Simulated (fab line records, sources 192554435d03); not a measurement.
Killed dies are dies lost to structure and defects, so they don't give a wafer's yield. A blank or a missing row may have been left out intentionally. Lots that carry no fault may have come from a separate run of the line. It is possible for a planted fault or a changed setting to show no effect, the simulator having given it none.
Chamber matching || flow n5 finfet || N5_BEOL_M4_ILD_DEP_00 on pecvd-03: 3 sister chambers
The step deposits SiOC from DEMS/O2, target thk 79 nm, time 15.3 s. 3 wafers are shown with their chamber, then 7 later ones without.

WAFERS PAIRED WITH THEIR CHAMBERS
{"wafer": "L788.2", "chamber": 2, "throttle valve pct (%)": 10.5}
{"wafer": "L787.3", "chamber": 1, "throttle valve pct (%)": 12.0}
{"wafer": "L787.5", "chamber": 0, "throttle valve pct (%)": 13.7}

WAFERS WITHOUT THEIR CHAMBER
{"wafer": "L787.6", "throttle valve pct (%)": 10.4}
{"wafer": "L791.4", "throttle valve pct (%)": 11.9}
{"wafer": "L791.6", "throttle valve pct (%)": 10.3}
{"wafer": "L793.3", "throttle valve pct (%)": 10.3}
{"wafer": "L793.6", "throttle valve pct (%)": 12.0}
{"wafer": "L792.2", "throttle valve pct (%)": 11.9}
{"wafer": "L792.4", "throttle valve pct (%)": 11.8}

WHICH CHAMBER EACH WENT THROUGH
{"wafer": "L787.6", "from the rows above": 2, "in truth": 2}
{"wafer": "L791.4", "from the rows above": 1, "in truth": 1}
{"wafer": "L791.6", "from the rows above": 2, "in truth": 2}
{"wafer": "L793.3", "from the rows above": 2, "in truth": 2}
{"wafer": "L793.6", "from the rows above": 1, "in truth": 1}
{"wafer": "L792.2", "from the rows above": 1, "in truth": 1}
{"wafer": "L792.4", "from the rows above": 1, "in truth": 1}
7 of 7 placed correctly. From these rows, 0 cannot be placed. Number placed wrongly: 0.
How it was worked out, from the rows above alone: a wafer's distance from a chamber is the root of the sum, over the readings, of the square of ((its reading less the chamber's mean) divided by the reading's scatter). The wafer belongs to the nearest chamber; if the next one is less than 2 further off, it can't be placed. Each chamber's mean is taken over the wafers shown for it. The scatter: with one shown wafer a chamber, the root of the mean of the squares of how far each hidden wafer lies from its nearest shown one.
